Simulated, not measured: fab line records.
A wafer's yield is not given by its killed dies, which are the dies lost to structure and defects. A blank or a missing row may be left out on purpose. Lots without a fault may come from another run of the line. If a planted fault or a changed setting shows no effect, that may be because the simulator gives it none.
Shared-tool check    flow nand harc    14 lots and 42 wafers in the sample

REASON IT WAS OPENED
Flagged at NHARC_P_M0_THK_MEAS_24: reading thk nm, on 2 of 14 lots. Fault-free wafers read 117.4 nm, with a standard deviation of 1.4.
Rule: a lot is flagged in two cases, either no wafer of it has a number, or all its wafers with numbers fall more than 4 standard deviations from that mean. The rest of the lots are taken to be sound.

lot   measured      on             thk nm (nm), wafer by wafer  flag
L776  day 5 22:44   film metro-02  114.3 115.0 117.3            
L778  day 6 16:47   film metro-02  115.9 114.6 119.6            
L779  day 6 17:07   film metro-02  118.6 117.4 118.7            
L781  day 6 19:48   film metro-01  117.4 118.1 118.2            
L782  day 7 12:18   film metro-02  119.6 118.1 119.1            
L785  day 8 04:31   film metro-02  396.4 394.7 392.1            FLAGGED
L783  day 8 05:28   film metro-02  397.9 403.9 411.0            FLAGGED
L794  day 10 06:28  film metro-02  117.8 115.4 117.4            
L793  day 10 09:05  film metro-02  116.0 116.8 118.7            
L795  day 10 14:23  film metro-02  117.1 118.2 117.3            
L796  day 11 02:20  film metro-01  119.3 118.7 117.5            
L797  day 11 02:34  film metro-02  119.2 115.2 117.0            
L799  day 11 10:26  film metro-01  115.4 115.9 119.1            
L798  day 11 12:10  film metro-02  117.0 116.4 115.6            
Averaged over the flagged lots the numbers come to 399.3 nm, +281.9 nm from the usual (+99 or more standard deviations).

EACH LOT AND THE TOOL IT RAN ON
The record holds 4 process steps before the reading, out of a route of 1159 steps. In each cell: the tool, then ch and the chambers that the sampled wafers went through, then the start.
lot   flag     NHARC_P_CONTACT_ALD_22               NHARC_P_M0_DEGAS_28           NHARC_P_M0_ANNEAL_30              NHARC_P_M0_CMP_23
L776           ald metal-04 ch 0,1,2, day 5 15:56   pvd sputter-03, day 5 21:20   rtp anneal-01 ch 0, day 5 22:13   cmp-01 ch 0,2,3, day 5 22:28
L778           ald metal-03 ch 0,1,2, day 6 11:58   pvd sputter-02, day 6 15:23   rtp anneal-02 ch 0, day 6 16:07   cmp-01 ch 0,1,3, day 6 16:29
L779           ald metal-02 ch 2,3, day 6 12:15     pvd sputter-01, day 6 15:44   rtp anneal-01 ch 0, day 6 16:28   cmp-04 ch 0,1,3, day 6 16:49
L781           ald metal-04 ch 0,1,3, day 6 15:00   pvd sputter-02, day 6 18:19   rtp anneal-02 ch 0, day 6 19:10   cmp-04 ch 0,1,2, day 6 19:32
L782           ald metal-04 ch 0,3, day 7 07:47     pvd sputter-01, day 7 10:54   rtp anneal-01 ch 0, day 7 11:44   cmp-04 ch 0,3, day 7 12:01
L785  FLAGGED  ald metal-02 ch 0,1, day 7 23:54     pvd sputter-03, day 8 03:04   rtp anneal-01 ch 0, day 8 03:50   cmp-01 ch 1,2, day 8 04:11
L783  FLAGGED  ald metal-04 ch 0,2,3, day 8 00:56   pvd sputter-01, day 8 04:02   rtp anneal-01 ch 0, day 8 04:51   cmp-04 ch 0,2, day 8 05:10
L794           ald metal-02 ch 0,2,3, day 10 01:46  pvd sputter-03, day 10 05:03  rtp anneal-02 ch 0, day 10 05:51  cmp-04 ch 0,1,3, day 10 06:08
L793           ald metal-04 ch 1,2,3, day 10 04:16  pvd sputter-01, day 10 07:27  rtp anneal-01 ch 0, day 10 08:31  cmp-01 ch 1,2,3, day 10 08:47
L795           ald metal-02 ch 2,3, day 10 09:32    pvd sputter-02, day 10 12:43  rtp anneal-01 ch 0, day 10 13:43  cmp-04 ch 2,3, day 10 14:04
L796           ald metal-02 ch 1,2,3, day 10 19:05  pvd sputter-02, day 11 00:56  rtp anneal-02 ch 0, day 11 01:40  cmp-04 ch 0,1,3, day 11 02:01
L797           ald metal-03 ch 0,1,3, day 10 18:28  pvd sputter-01, day 11 01:05  rtp anneal-01 ch 0, day 11 01:54  cmp-03 ch 0,2,3, day 11 02:15
L799           ald metal-03 ch 1,3, day 11 03:53    pvd sputter-01, day 11 08:54  rtp anneal-01 ch 0, day 11 09:50  cmp-03 ch 0,1, day 11 10:08
L798           ald metal-02 ch 0,1, day 11 07:30    pvd sputter-03, day 11 10:46  rtp anneal-01 ch 0, day 11 11:34  cmp-03 ch 0,2,3, day 11 11:53
What the steps here do:
- NHARC_P_CONTACT_ALD_22: deposits TiN, target thk 3 nm, pulse time 1 s, ald cycles 150.
- NHARC_P_M0_DEGAS_28: time 60 s.
- NHARC_P_M0_ANNEAL_30: time 90 s.
- NHARC_P_M0_CMP_23: polishes, t overpolish 20 s, target thk 117.53 nm.
- NHARC_P_M0_THK_MEAS_24: measures by xrf.

FLAGGED OVER TOTAL, TOOL BY TOOL (the gauges that took the reading come last)
step                    tool            lots run  flagged  share of the flagged lots  sound lots run after its first flagged lot
NHARC_P_CONTACT_ALD_22  ald metal-02    6         1        some                       4 (L794,L795,L796,L798)
NHARC_P_CONTACT_ALD_22  ald metal-03    3         0        none                       -
NHARC_P_CONTACT_ALD_22  ald metal-04    5         1        some                       1 (L793)
NHARC_P_M0_DEGAS_28     pvd sputter-01  6         1        some                       3 (L793,L797,L799)
NHARC_P_M0_DEGAS_28     pvd sputter-02  4         0        none                       -
NHARC_P_M0_DEGAS_28     pvd sputter-03  4         1        some                       2 (L794,L798)
NHARC_P_M0_ANNEAL_30    rtp anneal-01   10        2        all                        5 (L793,L795,L797,L799,L798)
NHARC_P_M0_ANNEAL_30    rtp anneal-02   4         0        none                       -
NHARC_P_M0_CMP_23       cmp-01          4         1        some                       1 (L793)
NHARC_P_M0_CMP_23       cmp-03          3         0        none                       -
NHARC_P_M0_CMP_23       cmp-04          7         1        some                       3 (L794,L795,L796)
NHARC_P_M0_THK_MEAS_24  film metro-01   3         0        none                       -
NHARC_P_M0_THK_MEAS_24  film metro-02   11        2        all                        5 (L794,L793,L795,L797,L798)

WHAT IS ALLOWED BY THE TABLE
Every flagged lot went through 2 rows of the table: rtp anneal-01 at NHARC_P_M0_ANNEAL_30 and film metro-02 at NHARC_P_M0_THK_MEAS_24.
- rtp anneal-01 at NHARC_P_M0_ANNEAL_30: 2 of its 10 lots flagged. Lots that were sound ran on it after the first flagged one (L793, L795, L797, L799, L798); a persistent fault on the entire tool would not allow that.
- film metro-02 at NHARC_P_M0_THK_MEAS_24: 2 of its 11 lots flagged. Lots that were sound ran on it after the first flagged one (L794, L793, L795, L797, L798); a persistent fault on the entire tool would not allow that.
None of the table's rows ran every flagged lot and, after the first, no sound lot.

WHAT THE SIMULATOR HAD PUT IN
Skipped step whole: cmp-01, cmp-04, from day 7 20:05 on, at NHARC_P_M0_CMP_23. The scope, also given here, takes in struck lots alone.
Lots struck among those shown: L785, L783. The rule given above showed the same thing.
